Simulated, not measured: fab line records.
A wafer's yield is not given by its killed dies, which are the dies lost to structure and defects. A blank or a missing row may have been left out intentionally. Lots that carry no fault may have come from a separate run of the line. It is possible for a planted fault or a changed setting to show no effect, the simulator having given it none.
fab line records / flow n5_finfet
record lots=4 wafers=12 last_day=17
route steps=1938 shown TV_LITHO@1875 TV_OPEN@1887 PAD_METAL@1893 PASSIVATION@1897
lots that met no fault: taken from a fault-free run of the same line
start_h: start of the lot's first displayed wafer, in hours after the record's first day / wait_h: hours elapsed since this lot's preceding step / " same as the row above / L1.1+2: a single row standing in for several wafers / - either no value or no given start / * or withheld: withheld / < > ~ a bound
route shown NAME@n: NAME is a module with steps in the file, n the number in the route of the first one / usual: mean/standard deviation of fault-free wafers / same: alike in all rows / chamber/n: place in a boat / sites: per-site readings / _std_site: the standard deviation of these / _edge_site: outer sites' mean less inner sites' / radius_mm: for every site, how far away it sits from the centre of the wafer / mask NAME#n: copy n / behind: tool/chamber where the wafer was last shaped / hold: reason for holding the lot/hours on hold/outcome of the hold / device: whichever transistor did not switch (one of n, p or np) / end of line: tests run on the same wafers once the route is complete / step lacking rows: just its recipe / killed: dies that structure and defects cost at the first sort, which is not the same as the wafer's yield / map: a wafer's dies, x killed, . not, _ none there
set.NAME: the setting the step ran with; set.NAME@STEP: the setting that earlier step ran with / model.NAME: the simulator's own value behind a step, which no gauge read
lots at selected steps of the route; one table per step, one row per wafer
services: from which hour (start_h, from the record's first day; less than 0 if before it) a tool's chamber was out of use, for how many hours, and why
## steps
# step N5_PASSIVATION_HMDS_03
# recipe time_s=60 temp_c=120
# step N5_PASSIVATION_COAT_04
# recipe spin_rpm=* resist_thk_nm=*
# step N5_PASSIVATION_EBR_06
# recipe solvent=PGMEA ebr_width_mm=1.5
# step N5_PASSIVATION_SOFTBAKE_05
# recipe temp_c=100 time_s=90
# step N5_PASSIVATION_EXPOSE_07
# recipe mask_id=TV na=0.55 source_shape=conventional sigma_outer=0.8 polarization=unpolarized defocus_nm=0 target_cd_nm=3000 dose_mj=22.75
# step N5_PASSIVATION_PEB_08
# recipe peb_temp_c=withheld peb_time_s=*
# step N5_PASSIVATION_DEVELOP_09
# recipe develop_time_s=60 rinse_liquid=diw dry=air_spin dev_temp_c=21
# step N5_PASSIVATION_HARDBAKE_11
# recipe temp_c=130 time_s=120
# step N5_PASSIVATION_DESCUM_12
# recipe chemistry=O2 time_s=7.9 source_power_w=50 bias_power_w=20 pressure_mtorr=20 rf_frequency_hz=2.712e+07 temp_c=40 o2_flow_sccm=225
# step N5_PASSIVATION_PASS_ETCH_74
# recipe chemistry=CF4/O2 target=SiNx target_depth_a=2200 time_s=110 ion_energy_ev=100 pressure_mtorr=40 source_w=535 bias_w=49 Ar_flow_sccm=100 cf4_flow_sccm=100 O2_flow_sccm=10
# usual drypump_motor_current_A=5.7/0.45 oes_product_au=0.81/0.093 rf_vpp_V=241/3.7 showerhead_plenum_p_Torr=2.21/0.084 throttle_valve_pct=15.97/0.22
# same time_s=110
lot.wafer=L131.1 tool=rie_diel-04 chamber=3 start_h=290.42 wait_h=0.0 drypump_motor_current_A=6.0 oes_product_au=0.92 rf_hours_counter_h=7 rf_vpp_V=239 showerhead_plenum_p_Torr=2.26 throttle_valve_pct=15.66
lot.wafer=L131.4 tool=rie_diel-04 chamber=2 start_h=290.42 wait_h=0.0 drypump_motor_current_A=5.9 oes_product_au=0.80 rf_hours_counter_h=- rf_vpp_V=235 showerhead_plenum_p_Torr=2.23 throttle_valve_pct=15.90
lot.wafer=L131.6 tool=rie_diel-04 chamber=3 start_h=290.42 wait_h=0.0 drypump_motor_current_A=6.0 oes_product_au=0.93 rf_hours_counter_h=- rf_vpp_V=239 showerhead_plenum_p_Torr=2.26 throttle_valve_pct=15.67
lot.wafer=L143.1 tool=rie_diel-04 chamber=3 start_h=370.66 wait_h=0.0 drypump_motor_current_A=6.0 oes_product_au=0.86 rf_hours_counter_h=34 rf_vpp_V=240 showerhead_plenum_p_Torr=2.25 throttle_valve_pct=15.72
lot.wafer=L143.3 tool=rie_diel-04 chamber=1 start_h=370.66 wait_h=0.0 drypump_motor_current_A=5.5 oes_product_au=0.97 rf_hours_counter_h=20 rf_vpp_V=245 showerhead_plenum_p_Torr=2.24 throttle_valve_pct=16.05
lot.wafer=L143.4 tool=rie_diel-04 chamber=0 start_h=370.66 wait_h=0.0 drypump_motor_current_A=5.4 oes_product_au=0.71 rf_hours_counter_h=238 rf_vpp_V=247 showerhead_plenum_p_Torr=2.26 throttle_valve_pct=16.20
lot.wafer=L145.3 tool=rie_diel-04 chamber=1 start_h=376.13 wait_h=0.0 drypump_motor_current_A=5.4 oes_product_au=0.96 rf_hours_counter_h=22 rf_vpp_V=244 showerhead_plenum_p_Torr=2.24 throttle_valve_pct=16.05
lot.wafer=L145.4 tool=rie_diel-04 chamber=0 start_h=376.13 wait_h=0.0 drypump_motor_current_A=5.3 oes_product_au=0.69 rf_hours_counter_h=241 rf_vpp_V=248 showerhead_plenum_p_Torr=2.26 throttle_valve_pct=16.17
lot.wafer=L145.5 tool=rie_diel-04 chamber=1 start_h=376.13 wait_h=0.0 drypump_motor_current_A=5.5 oes_product_au=0.96 rf_hours_counter_h=- rf_vpp_V=242 showerhead_plenum_p_Torr=2.24 throttle_valve_pct=16.04
lot.wafer=L150.3 tool=rie_diel-06 chamber=2 start_h=405.51 wait_h=0.0 drypump_motor_current_A=4.8 oes_product_au=0.83 rf_hours_counter_h=81 rf_vpp_V=240 showerhead_plenum_p_Torr=2.32 throttle_valve_pct=15.95
lot.wafer=L150.5 tool=rie_diel-06 chamber=0 start_h=405.51 wait_h=0.0 drypump_motor_current_A=5.6 oes_product_au=0.94 rf_hours_counter_h=- rf_vpp_V=238 showerhead_plenum_p_Torr=2.24 throttle_valve_pct=15.85
lot.wafer=L150.6 tool=rie_diel-06 chamber=1 start_h=405.51 wait_h=0.0 drypump_motor_current_A=5.5 oes_product_au=0.72 rf_hours_counter_h=- rf_vpp_V=242 showerhead_plenum_p_Torr=2.03 throttle_valve_pct=15.97
# step N5_PASSIVATION_VIA_ETCH_13
# recipe chemistry=CHF3/O2 target=SiO2 target_depth_a=6600 CHF3_flow_sccm=50 O2_flow_sccm=5 Ar_flow_sccm=200 time_s=330 mask_material=PR pressure_mtorr=30 source_w=650 bias_w=170 ion_energy_ev=200 ends=cleared
# step N5_PASSIVATION_STRIP_14
# recipe chemistry=O2 power_w=600 temp_c=60 pressure_mtorr=30 rf_frequency_hz=6e+07 bias_power_w=0 overash_fraction=0.5 o2_flow_sccm=225
# step N5_PASSIVATION_ETCH_15
# recipe chemistry=CF4/N2 target=SiCN target_depth_a=750 taper_deg=2 time_s=81.2 ion_energy_ev=150 mask_material=SiNx pressure_mtorr=40 source_w=430 bias_w=70 Ar_flow_sccm=100 cf4_flow_sccm=60 n2_flow_sccm=60
# step N5_PASSIVATION_STRIP_73
# recipe chemistry=post_etch_residue_remover time_s=60 temp_c=25 remover_ph=withheld remover_water_wt_pct=withheld remover_fluoride_wt_pct=withheld
# step N5_PASSIVATION_SRD_17
# recipe time_s=30 temp_c=23 rinse_liquid=diw dry=n2_spin spin_rpm=1500 dry_time_s=30
# step N5_PASSIVATION_DEGAS_18
# recipe ambient=vacuum temp_c=300 time_s=60
# step N5_PASSIVATION_PRE_CLEAN_19
# recipe gas=H2/He time_s=* temp_c=*
# step N5_PASSIVATION_SPUTTER_20
# recipe material=TaN target_thk_a=500 temp_c=25 chamber_pressure_pa=0.4
# step N5_PASSIVATION_AL_DEP_21
# recipe material=Al target_thk_a=28000 temp_c=400 time_s=170 power_w=30000 chamber_pressure_pa=0.4 gas=Ar
# step N5_PASSIVATION_HMDS_23
# recipe time_s=60 temp_c=120
# step N5_PASSIVATION_COAT_24
# recipe spin_rpm=3000 resist_thk_nm=withheld
# step N5_PASSIVATION_EBR_26
# recipe solvent=PGMEA ebr_width_mm=1.5
# step N5_PASSIVATION_SOFTBAKE_25
# recipe temp_c=100 time_s=90
# step N5_PASSIVATION_EXPOSE_27
# recipe mask_id=PAD na=0.55 source_shape=conventional sigma_outer=0.8 polarization=unpolarized defocus_nm=0 dose_mj=32.3
# step N5_PASSIVATION_PEB_28
# recipe peb_temp_c=withheld peb_time_s=*
# step N5_PASSIVATION_DEVELOP_29
# recipe develop_time_s=60 rinse_liquid=diw dry=air_spin dev_temp_c=21
# step N5_PASSIVATION_HARDBAKE_31
# recipe temp_c=130 time_s=120
# step N5_PASSIVATION_DESCUM_32
# recipe chemistry=O2 time_s=7.9 source_power_w=50 bias_power_w=20 pressure_mtorr=20 rf_frequency_hz=2.712e+07 temp_c=40 o2_flow_sccm=225
# step N5_PASSIVATION_AL_ETCH_33
# recipe chemistry=Cl2/BCl3 target_depth_a=28000 over_etch_frac=0.15 Cl2_flow_sccm=180 bcl3_flow_sccm=60 target=Al stop_on=TaN time_s=466.7 ion_energy_ev=100 pressure_mtorr=10 icp_w=900 bias_w=100
# step N5_PASSIVATION_ETCH_59
# recipe chemistry=Cl2/BCl3 target=TaN target_depth_a=650 time_s=34.9 ion_energy_ev=100 pressure_mtorr=10 icp_w=900 bias_w=100 Cl2_flow_sccm=60 bcl3_flow_sccm=30
# step N5_PASSIVATION_STRIP_34
# recipe chemistry=O2 power_w=600 temp_c=60 pressure_mtorr=30 rf_frequency_hz=6e+07 bias_power_w=0 overash_fraction=2 o2_flow_sccm=225
# step N5_PASSIVATION_STRIP_51
# recipe chemistry=post_etch_residue_remover time_s=1200 temp_c=72.5
# step N5_PASSIVATION_CLEAN_69
# recipe chemistry=IPA time_s=180 temp_c=25
# step N5_PASSIVATION_SRD_70
# recipe dry=ipa_marangoni time_s=30 temp_c=23 rinse_liquid=diw
# step N5_PASSIVATION_PECVD_53
# recipe material=SiO2 target_thk_a=8000 temp_c=400 precursor=TEOS/O2 pressure_torr=6.5 rf_w=withheld teos_flow_sccm=withheld gas=O2 flow_sccm=2650 time_s=169.4
# step N5_PASSIVATION_PECVD_35
# recipe material=SiNx target_thk_a=7000 temp_c=400 precursor=SiH4/NH3/N2 pressure_torr=4.9 rf_w=1406 time_s=151.3
# step N5_PASSIVATION_PROBE_49
# usual defect_limited_yield=91.3/1.3 killed_at_M0_to_M3=35/9.3 killed_at_M4_up=14/5.2 killed_at_contacts=12/5.9 killed_at_front_end=38/11 killed_at_other=4/3.7 killed_dies=103/15 killed_open=67/12 killed_short=34/8 sort_bin_5_function=5.1/0.88 sort_bin_6_memory=3.3/0.65 sort_n_pass=1077/15 sort_yield_pct=91.3/1.3
# same gross_dies=1180 killed_at_back_side=0 sort_bin_4_leakage[%]=0 sort_bin_8_speed[%]=0
lot.wafer=L143.4 tool=prober-02 chamber=- start_h=380.75 wait_h=0.2 defect_limited_yield[%]=81.4 killed_at_M0_to_M3=42 killed_at_M4_up=23 killed_at_contacts=11 killed_at_front_end=26 killed_at_other=117 killed_dies=219 killed_open=61 killed_short=42 sort_bin_5_function[%]=11.8 sort_bin_6_memory[%]=4.6 sort_n_pass=961 sort_yield_pct[%]=81.4
lot.wafer=L145.4 tool=prober-02 chamber=- start_h=382.73 wait_h=0.2 defect_limited_yield[%]=80.8 killed_at_M0_to_M3=41 killed_at_M4_up=20 killed_at_contacts=19 killed_at_front_end=29 killed_at_other=117 killed_dies=226 killed_open=84 killed_short=26 sort_bin_5_function[%]=12.9 sort_bin_6_memory[%]=4.8 sort_n_pass=954 sort_yield_pct[%]=80.8
# killed by level:class
L143.4 TV_OPEN:unspecified=115 BEOL_M0_SAQP:geometric_particle:open=16 BEOL_M0_SAQP:geometric_particle:short=13 FIN_SAQP:geometric_particle:short=6 MOL_CONTACT_COAG:geometric_particle:open=6 MOL_CONTACT_COAG:geometric_particle:short=5 BEOL_M4:geometric_particle:open=5 STI_FIN_REVEAL:geometric_particle:open=4
L145.4 TV_OPEN:unspecified=114 MOL_CONTACT_COAG:geometric_particle:open=18 BEOL_M0_SAQP:geometric_particle:open=15 BEOL_M0_SAQP:geometric_particle:short=8 STI_FIN_REVEAL:geometric_particle:open=7 BEOL_M1:geometric_particle:open=7 BEOL_M4:geometric_particle:open=7 BEOL_M5:geometric_particle:open=7
# map L143.4 (x killed, . not)
_________________............________________
______________.x...............x_____________
___________.................x..x...__________
__________........x..x.............._________
________..x..x..x.......x............._______
_______...................x...........x______
______........................x.x...x.x._____
_____........x..x..x.xx........x.xx....x.____
____..........x....x.....x.............xx.___
___........................................__
___...................xx...................__
__.....................x.x.x...........x...._
__.....xx..x..x.....x.x.x.xx.x............x._
_....................xxxxxxxxxx......x.......
_............x..xx.xxxxxxxxxxxxx...xxx.....x.
_.................xxxxxxxxxxxx...x.......x...
_...........x.....xxxxxxxxxxxxxxx.......x....
_....x..x........xxxxxxxxxxxxx.xx............
_...x.........x.x.x.xxxxxxxxxxx....x........x
_....xx............xxxxxxxxx.xxx.............
_............xx......xxxxxxxxx.............x.
__.....x...........x.xxxx.x.x..........x.x.._
__.x.x................x.......xx............_
___.......x.........x...x...x.x............__
___x..........xx..x.................x...x..__
____............x....x....................___
_____..x.....................x...........____
______.....x...x........................_____
_______........x.......................______
________.....xx.....x.......x.....x.x._______
__________..........x..x......xx...x_________
___________....x.............xx....__________
______________x...............x._____________
_________________.....x......________________
# map L145.4 (x killed, . not)
_________________.x..........________________
______________.x......x........._____________
___________...........xx.x.........__________
__________.x...........x............_________
________.x....................x.x....x_______
_______x.xx........x...xx......x.......______
______.x....x....x....x................._____
_____..................x.......x.........____
____...........x.........xx..............x___
___x.......x......x..........x......x.....x__
___.....x...........x..xx.x.x........xxx...__
__..xx..x.................xxxx..x......x.x.._
__x......x..x.....x...xxx.xxxxx........x...._
_........x.......x....xxxxxxx..x.x.....x.....
_...........x...xx.xxxxxxxxxxx.xx............
_.........x.x....x..xxxxxxxxxxx...x.....x....
_.x..............xxxxxxxxxxxxxxx....x........
_...................xxxxxxxxxxx..............
_...........x....xxxxxxxxxxxxxx.x....x.......
_..................xxxxxxxxxx.xx.............
_....x...........xx..xxxxxxxxxx...x..........
__.......x...x..x.....x..xx................._
__......x.....x.......xxxx...x..........x..._
___....x............................x..x...__
___.x..........x........xx..x..............__
____............................xx......xx___
_____.....x...............x..............____
______.x.x.....x..........x............._____
_______............x.....x.............______
________.x...............x.....x......_______
__________.......x.................._________
___________......x..x..............__________
______________....x..x....x....._____________
_________________...........x________________
## services
tool=rie_diel-04 chamber=1 start_h=273.24 hours=- kind=clean
tool=rie_diel-04 chamber=1 start_h=273.24 hours=- kind=consumable_replace:focus_ring
tool=rie_diel-04 chamber=1 start_h=273.24 hours=28.3 kind=scheduled_down
tool=rie_diel-04 chamber=1 start_h=273.24 hours=28.3 kind=vent_cycle
tool=rie_diel-06 chamber=0 start_h=287.07 hours=4.0 kind=repair
tool=rie_diel-04 chamber=1 start_h=357.76 hours=5.1 kind=repair
tool=rie_diel-06 chamber=0 start_h=368.32 hours=- kind=clean
tool=rie_diel-06 chamber=0 start_h=368.32 hours=- kind=consumable_replace:focus_ring
tool=rie_diel-06 chamber=0 start_h=368.32 hours=10.8 kind=scheduled_down
tool=rie_diel-06 chamber=0 start_h=368.32 hours=10.8 kind=vent_cycle
tool=rie_diel-06 chamber=2 start_h=387.16 hours=5.1 kind=repair
tool=rie_diel-06 chamber=1 start_h=390.05 hours=9.0 kind=repair
## key
first_sign step=N5_PASSIVATION_PROBE_49 reading=killed_at_other direction=up sigmas=31 usual=4 struck=117
effect step=N5_PASSIVATION_PROBE_49 reading=defect_limited_yield direction=down sigmas=7.8 usual=91.3 struck=81.1
more_kills_born_at N5_PASSIVATION_PASS_ETCH_74@rie_diel-04=229
met_at N5_PASSIVATION_PASS_ETCH_74
struck_wafers L143.4,L145.4
fault kind=chamber_particle_source tool=rie_diel-04 chamber=0 onset_h=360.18 steps=N5_PASSIVATION_PASS_ETCH_74 rate_per_visit_cm2=0.65903 end_h=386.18
